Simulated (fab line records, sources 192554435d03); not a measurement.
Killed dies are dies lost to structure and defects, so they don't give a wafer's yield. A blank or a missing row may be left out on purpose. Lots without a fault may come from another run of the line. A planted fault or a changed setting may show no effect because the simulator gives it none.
Chamber matching | flow n5_finfet | N5_BEOL_M4_ILD_DEP_00 on pecvd-03: 3 sister chambers
The step deposits SiOC from DEMS/O2, target thk 79 nm, time 15.3 s. 6 wafers are shown with their chamber, then 12 later ones without.

WAFERS WITH THEIR CHAMBER
wafer  | chamber | showerhead_vpp_V (V) | heater_power_w (W)
L082.5 | 2       | 1367                 | 656
L085.2 | 2       | 1348                 | 697
L083.4 | 0       | 1518                 | 381
L084.2 | 1       | 1469                 | 389
L084.4 | 1       | 1459                 | 393
L084.6 | 0       | 1550                 | 425

WAFERS WITHOUT THEIR CHAMBER
wafer  | showerhead_vpp_V (V) | heater_power_w (W)
L087.3 | 1440                 | 447
L087.4 | 1350                 | 580
L087.5 | 1438                 | 430
L086.3 | 1455                 | 431
L086.4 | 1457                 | 440
L086.5 | 1371                 | 581
L088.2 | 1339                 | 620
L088.4 | 1445                 | 399
L088.5 | 1343                 | 641
L091.1 | 1535                 | 410
L091.2 | 1441                 | 392
L091.3 | 1355                 | 668

WHICH CHAMBER EACH WENT THROUGH
wafer  | from the rows above | in truth
L087.3 | 1                   | 1
L087.4 | 2                   | 2
L087.5 | 1                   | 1
L086.3 | 1                   | 1
L086.4 | 1                   | 1
L086.5 | 2                   | 2
L088.2 | 2                   | 2
L088.4 | 1                   | 1
L088.5 | 2                   | 2
L091.1 | 0                   | 0
L091.2 | 1                   | 1
L091.3 | 2                   | 2
Placed correctly: 12 of 12. Can't be placed from these rows: 0. Placed wrongly: 0.
How it was worked out, from the rows above alone: a wafer's distance from a chamber is the root of the sum, over the readings, of the square of ((its reading less the chamber's mean) divided by the reading's scatter). The wafer belongs to the nearest chamber; if the next one is less than 2 further off, it can't be placed. A chamber's mean is the mean of its shown wafers. The scatter: the root of (the sum of the squares of (reading less its chamber's mean) over the shown wafers, divided by (wafers less chambers)).
